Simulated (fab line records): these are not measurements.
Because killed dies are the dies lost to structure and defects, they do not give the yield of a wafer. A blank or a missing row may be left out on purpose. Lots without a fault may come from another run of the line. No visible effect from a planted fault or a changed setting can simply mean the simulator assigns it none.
Split-lot experiment	flow n5 finfet	21 wafers read from 7 lots, route of 1938 steps

ABOUT THE SPLIT
At N5_MOL_CONTACT_COAG_ALD_27 (deposits SiOC, target thk 17 nm, pulse time 1.5 s, time 2720 s), the setting ald cycles was moved away from the recipe's 340 on 6 of the 21 wafers read, by -5.9% to +14.1%. The other wafers ran this setting at the recipe's value.

The split's own step is where the reading is taken.

THE READING
SiOC_of_MOL_CONTACT_COAG_ALD_27.thk nm (the simulator's own value, which no gauge read), in nm, at N5_MOL_CONTACT_COAG_ALD_27 (deposits SiOC, target thk 17 nm, pulse time 1.5 s, time 2720 s). No usual value for it is given in the file. Here, 15 wafers ran the recipe; their average is 17.0 nm with a standard deviation of 0.073 nm.

wafer	tool, chamber at the split	ald cycles as run	against the recipe	SiOC_of_MOL_CONTACT_COAG_ALD_27.thk nm, nm	against lot-mates on the recipe
L074.1	ald sin-01, 1	340	recipe	17	-
L074.2	ald sin-01, 0	325	-4.4%	16.4	-0.6
L074.5	ald sin-01, 1	325	-4.4%	16.2	-0.8
L079.1	ald sin-03, 0	340	recipe	16.8	-
L079.2	ald sin-03, 1	357	+5.0%	17.6	+0.7
L079.5	ald sin-03, 1	340	recipe	17	-
L081.2	ald sin-04, 1,0	340	recipe	17	-
L081.5	ald sin-04, 1,0	340	recipe	17	-
L081.4	ald sin-04, 3	320	-5.9%	16	-1.0
L083.4	ald sin-04, 0,2	340	recipe	17	-
L083.5	ald sin-04, 0,2	340	recipe	17	-
L083.6	ald sin-04, 3	388	+14.1%	19.4	+2.4
L092.1	ald sin-04, 0,3	340	recipe	17	-
L092.4	ald sin-04, 0,3	340	recipe	17	-
L092.6	ald sin-04, 1	368	+8.2%	18.4	+1.4
L094.2	ald sin-01, 1,2,3	340	recipe	17	-
L094.3	ald sin-01, 1,2,3	340	recipe	17	-
L094.4	ald sin-01, 1,2,3	340	recipe	17	-
L095.1	ald sin-04, 3,0	340	recipe	17	-
L095.2	ald sin-04, 3,0	340	recipe	17	-
L095.6	ald sin-04, 0	340	recipe	17.2	-
Rows listing several chambers each stand for several wafers; the file does not say which wafer went through which chamber.

THE FIT
A straight line over all 21 wafers: SiOC_of_MOL_CONTACT_COAG_ALD_27.thk nm changes by +0.166 nm for each +1% of ald cycles; r = +0.99; the points scatter about the line by 0.092 nm.
The same after taking each lot's own level away (the mean of its wafers on the recipe; 21 wafers): +0.167 nm for each +1%; r = +1.00; scatter 0.069 nm.
Per that fit: largest ald cycles move, reading shift of 2.4 nm.
The lots' own levels span 16.90 to 17.07 nm, that is 2.3 times the standard deviation above.
The two slopes are in agreement: the lot-to-lot level therefore moves the slope only a little.
Check: with one of the wafers moved furthest among these (+14.1%) left out of the fit, the line predicts +2.3 nm for it against its lot-mates. Against them it came out at +2.4 nm.

THESE WAFERS: OTHER SPLITS
These wafers also went through other splits before the reading. Each is held against what the fit with the lots' levels taken away leaves over:
other split on the same wafers	wafers away from the commonest value	r with SiOC_of_MOL_CONTACT_COAG_ALD_27.thk nm (lot level and that fit taken away)
N5_DUMMY_GATE_EXPOSE_12 dose mj	8	-0.28
N5_SD_EPI_N_EPI_21 epi growth time s	8	-0.02
N5_SDB_CUT_ETCH_26 icp w	4	+0.06
N5_SDB_ALD_29 ald cycles	6	+0.07
N5_HKMG_FIN_COAT_43 spin rpm	10	-0.07
N5_HKMG_FIN_ETCH_55 bias w	7	-0.01
N5_MOL_CONTACT_COAG_ETCH_105 bias w	7	+0.17

THE FILE'S OWN FIT
SiOC_of_MOL_CONTACT_COAG_ALD_27.thk nm changes by +0.167 nm for each +1% of ald cycles, r = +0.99.
